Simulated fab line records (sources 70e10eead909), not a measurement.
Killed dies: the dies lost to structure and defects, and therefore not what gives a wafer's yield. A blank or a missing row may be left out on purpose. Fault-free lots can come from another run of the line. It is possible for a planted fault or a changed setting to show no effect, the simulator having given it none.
The tool behind it: which one? | flow nand-harc | route of 1302 steps, sampled at 1 step: 12 lots, 36 wafers

== WHAT THE GAUGES SHOWED, per wafer ==
NHARC_P_GATE_CD_MEAS_59: the cd target is 720 nm.
lot  | measured     | on        | cd-nm (nm)
L075 | day 5 22:24  | cd-sem-03 | 721.7 721.8 720.7
L077 | day 6 14:43  | cd-sem-03 | 718.1 715.9 718.2
L079 | day 7 21:14  | cd-sem-02 | 716.7 715.7 718.2
L081 | day 8 11:29  | cd-sem-03 | 718.5 717.3 717.5
L083 | day 9 08:08  | cd-sem-01 | 719.0 719.1 720.6
L085 | day 10 07:59 | cd-sem-02 | 720.7 721.5 719.3
L087 | day 11 02:10 | cd-sem-01 | 722.3 721.2 718.4
L089 | day 11 21:23 | cd-sem-02 | 718.9 716.9 719.1
L091 | day 12 23:07 | cd-sem-01 | 717.9 720.1 717.9
L093 | day 13 10:21 | cd-sem-01 | 718.6 716.7 718.8
L095 | day 14 11:22 | cd-sem-01 | 720.8 721.2 719.2
L097 | day 15 10:59 | cd-sem-02 | 717.9 717.7 717.5

== WHICH TOOL RAN EACH LOT (tool, then ch and the chambers of the sampled wafers, then the start) ==
The record holds no process step before these readings.

== THE ANSWER, worked out from the rows above alone ==
Rule: usual is defined by the lots themselves. The widest of any qualifying gaps counts: lots, ordered by their means at a reading, are off when they make up no more than a third of the lots, leave a main group of 4 or more, and stand apart from it by 3 or more times the standard deviation of that group's means. The tables above print the reading to a certain number of digits; a main group whose means all agree to those digits is not used. Also off: a lot with no number at a reading for which 4 or more lots have one. All remaining lots with rows at the step are treated as sound.
No lot is off on any of the readings shown, so nothing can be concluded from this.

== WHAT THE SIMULATOR PUT IN ==
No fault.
